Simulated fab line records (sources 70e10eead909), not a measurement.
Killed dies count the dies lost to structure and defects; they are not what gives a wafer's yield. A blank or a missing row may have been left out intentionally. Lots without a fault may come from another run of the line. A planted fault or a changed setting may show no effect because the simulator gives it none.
Comparing a struck lot with a sound one / flow nand_harc / 23 steps out of a route of 1159
Sound: the wafers L630.2, L630.5, L630.6. Wafers struck: L640.2, L640.4, L640.5. Last of all comes the cause.
At each step with rows: each side's tool, then ch and its chambers, then its first start. Under that, the readings that differ: sound wafers / struck wafers / difference of the means / sigmas: that difference in standard deviations of wafers without a fault.
alike: same words and numbers on both sides, and readings whose means sit less than 2 such deviations apart. not compared: any withheld reading, any reading some wafer has no value for, any bound like >300 that may hide the same value, and any number with overlapping values for which the record gives no deviation.
The two part at a step that has a row with sigmas, a row that says differs or no value, or rows on one side only. Non-overlapping numbers with no deviation appear without sigmas and do not part them. A reading that every wafer of one side lacks parts them only if that side has two wafers or more.

first, 10 steps without rows for these wafers: NHARC_P_M0_SRD_25; NHARC_P_M0_PRE_CLEAN_31 (time 12 s); NHARC_P_M0_DEP_32 (deposits SiCN, target thk 30 nm); NHARC_P_M1_DEP_00 (deposits SiOC, target thk 182.5 nm); NHARC_P_M1_DEHYDRATE_01 (time 120 s); NHARC_P_M1_HMDS_02 (time 30 s); NHARC_P_M1_COAT_34 (time 65 s); NHARC_P_M1_COAT_03 (resist thk 90 nm); NHARC_P_M1_SOFTBAKE_04 (time 55 s); NHARC_P_M1_EBR_05.
NHARC_P_M1_EXPOSE_06: exposes mask P M1, target cd 130 nm.
  sound on arfi_scanner-03 ch 0, day 6 09:33; struck on arfi_scanner-03 ch 0, day 8 11:52
reading=exposure_dose_mJ_cm2; sound=81.89 81.87 81.79; struck=70.62 70.52 70.50; difference=-11.30; sigmas=-99 or more
  alike: mask, stage_vel_mm_s
then, 2 steps without rows for these wafers: NHARC_P_M1_PEB_07 (peb time 65 s); NHARC_P_M1_DEVELOP_08 (develop time 35 s).
NHARC_P_M1_CD_MEAS_09: the cd target is 130 nm.
  sound on cd_sem-01 ch 0, day 6 09:41; struck on cd_sem-02 ch 0
reading=cd_nm (nm); sound=129.3 130.5 129.1; struck=120.7 122.5 120.9; difference=-8.3; sigmas=-14
  not compared: hold
NHARC_P_M1_OVL_MEAS_10: pitch 260 nm.
  sound on overlay-01, day 6 09:46; struck on overlay-01, day 8 16:28
reading=hold; sound=- - -; struck=await_dispo/4.2h/release await_dispo/4.2h/release await_dispo/4.2h/release; difference=no value on the sound wafers; sigmas=
  alike: overlay_x_nm, overlay_y_nm
NHARC_P_M1_DESCUM_14: chemistry O2, time 3 s.
  sound on rie_diel-04 ch 0,3, day 6 09:53; struck on rie_diel-04 ch 1,2, day 8 16:35
reading=model.P_M1.cd_nm (nm); sound=129 130.1 129.4; struck=120.7 122.4 121.7; difference=-7.9; sigmas=
  alike: drypump_motor_current_A, oes_product_au, rf_vpp_V, showerhead_plenum_p_Torr, throttle_valve_pct
  not compared: rf_hours_counter_h
then, 2 steps without rows for these wafers: NHARC_P_M1_ETCH_35 (etches the open film in N2/H2, target depth 40 nm, overetch 12 nm, time 43.94 s); NHARC_P_M1_ETCH_15 (etches the open film in C4F8/Ar, target depth 182.5 nm, time 91.2 s).
NHARC_P_M1_CD_MEAS_16:
  sound on cd_sem-01, day 6 10:17; struck on cd_sem-03, day 8 17:04
reading=cd_nm (nm); sound=129.0 130.8 129.4; struck=120.9 122.0 122.7; difference=-7.9; sigmas=-9
  not compared: hold
NHARC_P_M1_STRIP_18: strips in N2/H2.
  sound on rie_diel-04 ch 0,1,2, day 6 10:26; struck on rie_diel-08 ch 1,2,3, day 8 20:56
reading=hold; sound=- - -; struck=await_dispo/3.8h/release await_dispo/3.8h/release await_dispo/3.8h/release; difference=no value on the sound wafers; sigmas=
reading=oes_product_au (a.u.); sound=0.996 0.983 0.985; struck=1.011 1.010 1.010; difference=+0.022; sigmas=+2
  alike: drypump_motor_current_A, h2_flow_sccm, n2_flow_sccm, rf_vpp_V, showerhead_plenum_p_Torr, throttle_valve_pct
  not compared: rf_hours_counter_h
NHARC_P_M1_ETCH_28: etches the open film in CF4/N2, target depth 30 nm, time 72.99 s.
  sound on rie_diel-04 ch 0,1; struck on rie_diel-08 ch 1,2,3
reading=model.P_M1.cd_nm (nm); sound=129.6 129.3 128.8; struck=121.3 121.6 122.1; difference=-7.6; sigmas=
  alike: drypump_motor_current_A, n2_flow_sccm, oes_product_au, rf_vpp_V, showerhead_plenum_p_Torr, throttle_valve_pct
  not compared: rf_hours_counter_h
then, 1 step without rows for these wafers: NHARC_P_M1_STRIP_19 (strips in post etch residue remover, time 600 s).
-- the record jumps here: 14 days lie between the struck wafers' starts before and after (it left off in module P_M1 and takes up again in module END, whose first step shown is number 1159 of the route) --
NHARC_END_SORT_01:
  sound on prober-02 ch 0, day 19 22:02; struck on prober-01 ch 0, day 22 10:45
  alike: defect_limited_yield, killed_at_array, killed_at_other, killed_at_periphery, killed_dies, killed_open, killed_short, sort_bin_2_pct, sort_bin_3_pct, sort_bin_4_pct, sort_n_pass, sort_rim_yield_pct, sort_yield_pct
  not compared: hold

## WHERE THEY PART
Earliest at NHARC_P_M1_EXPOSE_06; latest, in this record, at NHARC_P_M1_STRIP_18. Later steps at which nothing parts them and some readings are alike: NHARC_P_M1_ETCH_28, NHARC_END_SORT_01.

WHY: the cause the simulator had injected
Process parameter drift: arfi_scanner-03, from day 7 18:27 on, at NHARC_P_M1_EXPOSE_06. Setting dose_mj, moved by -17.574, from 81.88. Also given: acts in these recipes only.
